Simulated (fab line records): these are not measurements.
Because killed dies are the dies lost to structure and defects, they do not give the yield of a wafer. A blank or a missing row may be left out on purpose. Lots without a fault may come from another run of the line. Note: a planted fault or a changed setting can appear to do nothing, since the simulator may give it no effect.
The tool behind it: which one? :: flow n5Finfet :: 10 lots with 30 wafers sampled at 5 steps, on a route of 1938 steps

== WHAT THE GAUGES SHOWED, per wafer ==
N5_BEOL_M8_RS_MEAS_57: measurement is done with a four-point probe.
lot: L121
measured: day 11 04:55
on: filmMetro-02
M8_RS (ohm/sq): 0.278 0.299 0.311

lot: L122
measured: day 11 05:53
on: filmMetro-02
M8_RS (ohm/sq): 0.291 0.285 0.291

lot: L124
measured: day 11 21:32
on: filmMetro-01
M8_RS (ohm/sq): 0.286 0.287 0.304

lot: L126
measured: day 12 11:14
on: filmMetro-02
M8_RS (ohm/sq): 0.284 0.281 0.301

lot: L125
measured: day 12 14:42
on: filmMetro-02
M8_RS (ohm/sq): 0.288 0.293 0.291

lot: L135
measured: day 14 09:38
on: filmMetro-02
M8_RS (ohm/sq): 0.294 0.282 0.296

lot: L134
measured: day 14 17:50
on: filmMetro-02
M8_RS (ohm/sq): 0.294 0.282 0.288

lot: L138
measured: day 14 19:45
on: filmMetro-02
M8_RS (ohm/sq): 0.276 0.278 0.283

lot: L139
measured: day 15 21:34
on: filmMetro-01
M8_RS (ohm/sq): 0.299 0.289 0.297

lot: L140
measured: day 16 08:56
on: filmMetro-02
M8_RS (ohm/sq): 0.288 0.288 0.284

N5_BEOL_M9_THK_MEAS_01.
lot: L121
measured: day 11 05:34
on: filmMetro-02
M9_ILD_THK (nm): 265 270 270

lot: L122
measured: day 11 06:34
on: filmMetro-02
M9_ILD_THK (nm): 265 266 271

lot: L124
measured: day 11 23:43
on: filmMetro-02
M9_ILD_THK (nm): 303 308 312

lot: L126
measured: day 12 11:53
on: filmMetro-02
M9_ILD_THK (nm): 303 309 310

lot: L125
measured: day 12 16:47
on: filmMetro-02
M9_ILD_THK (nm): 301 304 307

lot: L135
measured: day 14 10:17
on: filmMetro-01
M9_ILD_THK (nm): 268 266 271

lot: L134
measured: day 14 18:58
on: filmMetro-02
M9_ILD_THK (nm): 267 267 266

lot: L138
measured: day 14 21:00
on: filmMetro-01
M9_ILD_THK (nm): 260 264 267

lot: L139
measured: day 15 22:42
on: filmMetro-01
M9_ILD_THK (nm): 265 264 271

lot: L140
measured: day 16 09:38
on: filmMetro-01
M9_ILD_THK (nm): 267 265 268

== WHAT TOOL EACH LOT RAN ON (gives the tool, then ch and the chambers of the sampled wafers, and finally the start) ==
lot: L121
N5_BEOL_M8_STRIP_80: rieDiel-05 ch 2,3, day 11 04:50 or earlier
N5_BEOL_M8_DEP_56: pecvd-03 ch 0,1,2, day 11 04:50
N5_BEOL_M9_CURE_71: uvCure-03 ch 2, day 11 05:08

lot: L122
N5_BEOL_M8_STRIP_80: rieDiel-02 ch 0,2, day 11 05:35 or earlier
N5_BEOL_M8_DEP_56: pecvd-01 ch 0,1, day 11 05:35
N5_BEOL_M9_CURE_71: uvCure-01 ch 1, day 11 06:04

lot: L124
N5_BEOL_M8_STRIP_80: rieDiel-02 ch 1,2,3, day 11 21:28 or earlier
N5_BEOL_M8_DEP_56: pecvd-03 ch 0,2, day 11 21:28
N5_BEOL_M9_CURE_71: uvCure-01 ch 2, day 11 22:43

lot: L126
N5_BEOL_M8_STRIP_80: rieDiel-05 ch 1,2,3, day 12 11:10 or earlier
N5_BEOL_M8_DEP_56: pecvd-04 ch 0,2, day 12 11:10
N5_BEOL_M9_CURE_71: uvCure-01 ch 2, day 12 11:32

lot: L125
N5_BEOL_M8_STRIP_80: rieDiel-06 ch 0,1,2, day 12 14:38 or earlier
N5_BEOL_M8_DEP_56: pecvd-03 ch 0,1,2, day 12 14:38
N5_BEOL_M9_CURE_71: uvCure-03 ch 1, day 12 14:50

lot: L135
N5_BEOL_M8_STRIP_80: rieDiel-06 ch 0,3, day 14 09:34 or earlier
N5_BEOL_M8_DEP_56: pecvd-01 ch 0,1, day 14 09:34
N5_BEOL_M9_CURE_71: uvCure-01 ch 0, day 14 09:46

lot: L134
N5_BEOL_M8_STRIP_80: rieDiel-02 ch 0,2,3, day 14 17:46 or earlier
N5_BEOL_M8_DEP_56: pecvd-03 ch 0,1, day 14 17:46
N5_BEOL_M9_CURE_71: uvCure-03 ch 0, day 14 18:17

lot: L138
N5_BEOL_M8_STRIP_80: rieDiel-02 ch 2,3, day 14 19:41 or earlier
N5_BEOL_M8_DEP_56: pecvd-04 ch 0,1,2, day 14 19:41
N5_BEOL_M9_CURE_71: uvCure-03 ch 1, day 14 20:34

lot: L139
N5_BEOL_M8_STRIP_80: rieDiel-06 ch 0,3, day 15 21:29 or earlier
N5_BEOL_M8_DEP_56: pecvd-03 ch 0,2, day 15 21:29
N5_BEOL_M9_CURE_71: uvCure-01 ch 2, day 15 21:42

lot: L140
N5_BEOL_M8_STRIP_80: rieDiel-05 ch 0,2, day 16 08:52 or earlier
N5_BEOL_M8_DEP_56: pecvd-04 ch 0,1,2, day 16 08:52
N5_BEOL_M9_CURE_71: uvCure-03 ch 1, day 16 09:07
- N5_BEOL_M8_STRIP_80: strips in N2/H2, time 10 s.
- N5_BEOL_M8_DEP_56: deposits SiCN from 3MS/NH3, target thk 10 nm, time 17.5 s.
- N5_BEOL_M9_CURE_71: cures SiCOH lowk, time 240 s.

== AS READ BY THE TOOLS THEMSELVES (means over the sampled wafers that have a number; for cases with no such wafer, the mark the record gives instead) ==
N5_BEOL_M8_STRIP_80.
lot: L121
tool: rieDiel-05
chamberPressureMTorr (mTorr): 20.004
drypumpMotorCurrentA (A): 5.4
n2FlowSccm (sccm): 200.2
oesProductAu (a.u.): 0.73
rfVppV (V): 59.3
showerheadPlenumPTorr (Torr): 2.54
throttleValvePct (%): 23.68

lot: L122
tool: rieDiel-02
chamberPressureMTorr (mTorr): 20.011
drypumpMotorCurrentA (A): 5.4
n2FlowSccm (sccm): 199.9
oesProductAu (a.u.): 0.73
rfVppV (V): 58.6
showerheadPlenumPTorr (Torr): 2.58
throttleValvePct (%): 23.86

lot: L124
tool: rieDiel-02
chamberPressureMTorr (mTorr): 20.011
drypumpMotorCurrentA (A): 5.7
n2FlowSccm (sccm): 199.9
oesProductAu (a.u.): 0.80
rfVppV (V): 59.7
showerheadPlenumPTorr (Torr): 2.57
throttleValvePct (%): 23.44

lot: L126
tool: rieDiel-05
chamberPressureMTorr (mTorr): 19.997
drypumpMotorCurrentA (A): 5.4
n2FlowSccm (sccm): 200.2
oesProductAu (a.u.): 0.74
rfVppV (V): 58.7
showerheadPlenumPTorr (Torr): 2.54
throttleValvePct (%): 23.78

lot: L125
tool: rieDiel-06
chamberPressureMTorr (mTorr): 19.982
drypumpMotorCurrentA (A): 5.9
n2FlowSccm (sccm): 200.1
oesProductAu (a.u.): 0.79
rfVppV (V): 59.2
showerheadPlenumPTorr (Torr): 2.55
throttleValvePct (%): 23.69

lot: L135
tool: rieDiel-06
chamberPressureMTorr (mTorr): 19.993
drypumpMotorCurrentA (A): 5.8
n2FlowSccm (sccm): 199.6
oesProductAu (a.u.): 0.74
rfVppV (V): 58.5
showerheadPlenumPTorr (Torr): 2.51
throttleValvePct (%): 23.64

lot: L134
tool: rieDiel-02
chamberPressureMTorr (mTorr): 20.004
drypumpMotorCurrentA (A): 5.8
n2FlowSccm (sccm): 199.8
oesProductAu (a.u.): 0.84
rfVppV (V): 59.3
showerheadPlenumPTorr (Torr): 2.59
throttleValvePct (%): 23.42

lot: L138
tool: rieDiel-02
chamberPressureMTorr (mTorr): 20.000
drypumpMotorCurrentA (A): 6.0
n2FlowSccm (sccm): 200.1
oesProductAu (a.u.): 0.81
rfVppV (V): 60.0
showerheadPlenumPTorr (Torr): 2.58
throttleValvePct (%): 23.48

lot: L139
tool: rieDiel-06
chamberPressureMTorr (mTorr): 20.000
drypumpMotorCurrentA (A): 5.8
n2FlowSccm (sccm): 200.2
oesProductAu (a.u.): 0.73
rfVppV (V): 59.2
showerheadPlenumPTorr (Torr): 2.50
throttleValvePct (%): 23.67

lot: L140
tool: rieDiel-05
chamberPressureMTorr (mTorr): 20.001
drypumpMotorCurrentA (A): 5.7
n2FlowSccm (sccm): 200.0
oesProductAu (a.u.): 0.82
rfVppV (V): 58.9
showerheadPlenumPTorr (Torr): 2.49
throttleValvePct (%): 23.48

N5_BEOL_M8_DEP_56.
lot: L121
tool: pecvd-03
rfFwdPowerW (W): 198.9
showerheadPlenumPTorr (Torr): 3.670
throttleValvePct (%): 9.5

lot: L122
tool: pecvd-01
rfFwdPowerW (W): 200.2
showerheadPlenumPTorr (Torr): 3.675
throttleValvePct (%): 9.3

lot: L124
tool: pecvd-03
rfFwdPowerW (W): 198.4
showerheadPlenumPTorr (Torr): 3.669
throttleValvePct (%): 9.1

lot: L126
tool: pecvd-04
rfFwdPowerW (W): 199.6
showerheadPlenumPTorr (Torr): 3.664
throttleValvePct (%): 9.1

lot: L125
tool: pecvd-03
rfFwdPowerW (W): 199.1
showerheadPlenumPTorr (Torr): 3.667
throttleValvePct (%): 9.3

lot: L135
tool: pecvd-01
rfFwdPowerW (W): 200.2
showerheadPlenumPTorr (Torr): 3.680
throttleValvePct (%): 9.4

lot: L134
tool: pecvd-03
rfFwdPowerW (W): 199.4
showerheadPlenumPTorr (Torr): 3.661
throttleValvePct (%): 9.6

lot: L138
tool: pecvd-04
rfFwdPowerW (W): 199.6
showerheadPlenumPTorr (Torr): 3.666
throttleValvePct (%): 9.3

lot: L139
tool: pecvd-03
rfFwdPowerW (W): 199.3
showerheadPlenumPTorr (Torr): 3.667
throttleValvePct (%): 9.2

lot: L140
tool: pecvd-04
rfFwdPowerW (W): 199.5
showerheadPlenumPTorr (Torr): 3.668
throttleValvePct (%): 9.4

N5_BEOL_M9_CURE_71.
lot: L121
tool: uvCure-03
lampPowerPct (%): 52.34
runLengthS (s): 285.6
wafer_temp_C_max: 385.8

lot: L122
tool: uvCure-01
lampPowerPct (%): 52.32
runLengthS (s): 285.7
wafer_temp_C_max: 388.2

lot: L124
tool: uvCure-01
lampPowerPct (%): -
runLengthS (s): -
wafer_temp_C_max: -

lot: L126
tool: uvCure-01
lampPowerPct (%): -
runLengthS (s): -
wafer_temp_C_max: -

lot: L125
tool: uvCure-03
lampPowerPct (%): -
runLengthS (s): -
wafer_temp_C_max: -

lot: L135
tool: uvCure-01
lampPowerPct (%): 52.29
runLengthS (s): 284.8
wafer_temp_C_max: 388.4

lot: L134
tool: uvCure-03
lampPowerPct (%): 52.28
runLengthS (s): 289.9
wafer_temp_C_max: 386.6

lot: L138
tool: uvCure-03
lampPowerPct (%): 52.29
runLengthS (s): 285.8
wafer_temp_C_max: 386.4

lot: L139
tool: uvCure-01
lampPowerPct (%): 52.33
runLengthS (s): 290.0
wafer_temp_C_max: 386.5

lot: L140
tool: uvCure-03
lampPowerPct (%): 52.31
runLengthS (s): 285.7
wafer_temp_C_max: 386.5

== THE ANSWER, worked out from the rows above alone ==
Rule: usual is defined by the lots themselves. The widest of any qualifying gaps counts: lots, ordered by their means at a reading, are off when they make up no more than a third of the lots, leave a main group of 4 or more, and stand apart from it by 3 or more times the standard deviation of that group's means. A main group is skipped when, at the precision printed for the reading in the tables above, its means are all equal. A lot without any number at a reading at which 4 lots or more have one is off too. Any other lot the step has rows for is counted as sound. The gauges are gone through in route order, then the tools' own readings, and for those a lot's mean is taken as printed above. The first step at which some lot is off is used, and at that step the reading that is off furthest; a lot without a number counts as furthest.
Off: L124, L126, L125, seen at N5_BEOL_M9_THK_MEAS_01 (M9_ILD_THK). Main group: mean 267 nm, sd 1.5.
If a tool, at a process step before that reading, ran all the lots that are off and no sound lot after the first of them, it fits. The gauges at N5_BEOL_M9_THK_MEAS_01 aren't tried: what is off there is off at N5_BEOL_M9_CURE_71 too, on other tools, and a gauge's error can't cause that. N5_BEOL_M8_STRIP_80 gives no start for some lots, so the hours and the order of its lots are those of N5_BEOL_M8_DEP_56. None of those tried fits.

== WHAT THE SIMULATOR HAD INSERTED ==
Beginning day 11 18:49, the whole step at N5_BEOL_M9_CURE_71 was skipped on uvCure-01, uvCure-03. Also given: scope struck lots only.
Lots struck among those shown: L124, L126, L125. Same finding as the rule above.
